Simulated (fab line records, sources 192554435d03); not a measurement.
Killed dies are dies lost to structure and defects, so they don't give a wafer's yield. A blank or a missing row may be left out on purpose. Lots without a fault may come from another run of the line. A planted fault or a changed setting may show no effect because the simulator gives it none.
Problem report in the 8D (eight disciplines) form, filled by code | flow n5_finfet | the parts of the form that need people (team, actions taken, sign-off) are left out

1. THE PROBLEM
bias_w at N5_BEOL_M3_ETCH_64 reads a mean of 181.2 W on 2 wafers of 2 lots; wafers without a fault read 150.0 W with a standard deviation of 0.44. That is +71 standard deviations from the usual mean.
The step: etches SOC in N2/H2, target depth 75 nm, overetch 15 nm, time 112.5 s.
First seen on wafer L224.5, day 10 05:00, on rie_diel-02. The record holds 18 wafers of 6 lots with a number at this step. Rule for "out", or "out of limits": more than 4 standard deviations from the usual mean. The other wafers with a number count as sound.

2. WHAT IT IS AND WHAT IT IS NOT
question                    | is                | is not
which readings at this step | bias_w, rf_vpp_V  | drypump_motor_current_A, oes_product_au, showerhead_plenum_p_Torr, throttle_valve_pct
which lots                  | L224, L225        | L216, L218, L235, L238
which wafers of those lots  | L224.5, L225.4    | L224.2, L224.6, L225.1, L225.5
read on which tools         | rie_diel-02       | rie_diel-06
when                        | from day 10 05:00 | up to then (5 sound wafers); but 11 sound wafers of L218, L225, L235, L238 came after

3. SUSPECTS, AND WHAT RULES EACH OUT
Counting: a tool at a process step up to the reading stays a suspect if it ran every lot that is out. Sound lots after the first of them don't rule it out here, since some wafers of a struck lot are sound.
- rie_diel-02 at N5_BEOL_M3_DESCUM_16 (chemistry O2, time 7 s): kept. It ran every lot that is out, first L224 (day 10 04:55); its last sound lot up to then is L216 (day 7 16:11).
- rie_diel-02 at N5_BEOL_M3_ETCH_74 (etches underlayer in N2/H2, target depth 6.5 nm, time 5.2 s): kept. It ran every lot that is out, first L224 (day 10 04:57); its last sound lot up to then is L216 (day 7 16:13).
- rie_diel-02 at N5_BEOL_M3_ETCH_63 (etches SiARC in CF4, target depth 15.6 nm, time 26 s): kept. It ran every lot that is out, first L224 (day 10 04:58); its last sound lot up to then is L216 (day 7 16:14).
- rie_diel-02 at N5_BEOL_M3_ETCH_64 (etches SOC in N2/H2, target depth 75 nm, overetch 15 nm, time 112.5 s): kept. It ran every lot that is out, first L224 (day 10 05:00); its last sound lot up to then is L216 (day 7 16:15). Its own readings are out on those wafers: bias_w, rf_vpp_V.
- Within rie_diel-02 at N5_BEOL_M3_DESCUM_16: the wafers that are out ran in chamber 1; their sound lot-mates ran in chambers 0, 2, 3.
- Within rie_diel-02 at N5_BEOL_M3_ETCH_74: the wafers that are out ran in chamber 1; their sound lot-mates ran in chambers 0, 2, 3.
- Within rie_diel-02 at N5_BEOL_M3_ETCH_63: the wafers that are out ran in chamber 1; their sound lot-mates ran in chambers 0, 2, 3.
- Within rie_diel-02 at N5_BEOL_M3_ETCH_64: the wafers that are out ran in chamber 1; their sound lot-mates ran in chambers 0, 2, 3.
Left after counting: rie_diel-02 at N5_BEOL_M3_DESCUM_16, rie_diel-02 at N5_BEOL_M3_ETCH_74, rie_diel-02 at N5_BEOL_M3_ETCH_63, rie_diel-02 at N5_BEOL_M3_ETCH_64.

4. THE CAUSE (what the simulator had put in)
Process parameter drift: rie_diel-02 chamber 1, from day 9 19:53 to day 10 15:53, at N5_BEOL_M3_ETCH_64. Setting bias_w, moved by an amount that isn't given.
Counting left 4 suspects, and this tool is among them.

5. THE CHAIN OF EFFECTS, in route order
Each row: a reading whose mean over the struck wafers that have a number lies more than 3 standard deviations from the usual. Only readings for which the record gives a usual standard deviation are gone through. hours: the time from each lot's start at the first step in this table that gives one to its start at this step, as a median over the lots. sigmas: the change in usual standard deviations.
hours | step               | reading  | usual   | on struck wafers | change | sigmas
0     | N5_BEOL_M3_ETCH_64 | bias_w   | 150.0 W | 181.2            | +31.2  | +71
0     | N5_BEOL_M3_ETCH_64 | rf_vpp_V | 522.6 V | 585.6            | +63.0  | +26
The process steps in it:
- N5_BEOL_M3_ETCH_64: etches SOC in N2/H2, target depth 75 nm, overetch 15 nm, time 112.5 s.
Later measuring or inspecting steps at which every struck wafer that the step has a row for has a number for every such reading, and none has moved that far: N5_BEOL_M4_RC_MEAS_101.

6. WHAT WOULD HAVE CAUGHT IT SOONER
In this record the first reading out of limits was taken at day 10 05:00, 9 hours after the fault began at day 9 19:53.
